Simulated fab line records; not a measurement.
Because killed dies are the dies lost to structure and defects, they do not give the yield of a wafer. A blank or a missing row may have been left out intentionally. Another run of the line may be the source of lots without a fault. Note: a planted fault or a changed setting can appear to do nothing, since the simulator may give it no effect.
Chamber matching -- flow nand-harc -- rie-diel-10 running NHARC_P_M1_DESCUM_14: 4 sister chambers
The step chemistry O2, time 3 s. 22 wafers are shown with their chamber, then 11 later ones without.

== WAFERS WITH THEIR CHAMBER ==
wafer,chamber,showerhead-plenum-p-Torr (Torr),rf-vpp-V (V),oes-product-au (a.u.)
L075.2,3,2.02,57.4,0.999
L075.3,0,1.88,57.8,1.001
L075.5,1,1.79,56.3,0.987
L076.1,1,1.78,57.0,0.976
L076.2,2,1.99,56.6,0.979
L076.4,3,2.02,59.3,0.982
L080.3,0,1.87,56.8,1.014
L080.4,3,2.02,58.5,1.005
L080.6,3,2.02,57.6,0.999
L083.1,0,1.87,58.1,0.999
L083.4,1,1.78,57.3,0.981
L083.6,2,1.99,58.3,0.993
L087.3,1,1.78,57.5,1.003
L087.5,1,1.78,58.4,0.992
L087.6,0,1.87,56.9,0.995
L089.2,3,2.01,57.9,0.991
L089.3,0,1.87,57.4,0.995
L089.6,3,2.01,59.4,0.992
L090.1,1,1.78,58.6,0.991
L090.2,3,2.01,58.7,0.990
L090.6,1,1.78,58.2,0.991
L093.2,2,1.99,57.4,1.007

SIGNATURES (averages over the wafers above)
reading,chamber 0,chamber 1,chamber 2,chamber 3,scatter within a chamber
showerhead-plenum-p-Torr,1.8720,1.7814,1.9900,2.0157,0.00433
rf-vpp-V,57.400,57.614,57.433,58.400,0.769
oes-product-au,1.00080,0.98871,0.99300,0.99400,0.00891
Rule: for each reading, subtract the chamber's mean from the wafer's reading, divide by that reading's scatter and square the result; add these up over the readings and take the root, which gives the wafer's distance from the chamber. If the next closest chamber is less than 2 further off than the closest, the wafer can't be placed; otherwise it belongs to the closest. The scatter: the root of (the sum of the squares of (reading less its chamber's mean) over the shown wafers, divided by (wafers less chambers)).

== WAFERS WHOSE CHAMBER IS MISSING ==
wafer,showerhead-plenum-p-Torr (Torr),rf-vpp-V (V),oes-product-au (a.u.)
L093.3,2.01,59.9,0.990
L093.4,1.78,57.5,1.009
L095.1,1.87,57.0,0.995
L095.2,2.01,57.8,0.993
L095.5,1.87,57.3,0.997
L094.1,1.99,58.3,0.992
L094.2,2.01,58.4,0.994
L094.5,1.99,58.8,0.989
L097.2,1.87,56.5,0.999
L097.5,1.87,59.3,0.991
L097.6,2.01,57.5,0.997

== THE CHAMBER EACH PASSED THROUGH ==
wafer,from the rows above,in truth
L093.3,3,3
L093.4,1,1
L095.1,0,0
L095.2,3,3
L095.5,0,0
L094.1,2,2
L094.2,3,3
L094.5,2,2
L097.2,0,0
L097.5,0,0
L097.6,3,3
11 of 11 placed correctly. Left unplaced by these rows: 0. Wrongly placed: 0.
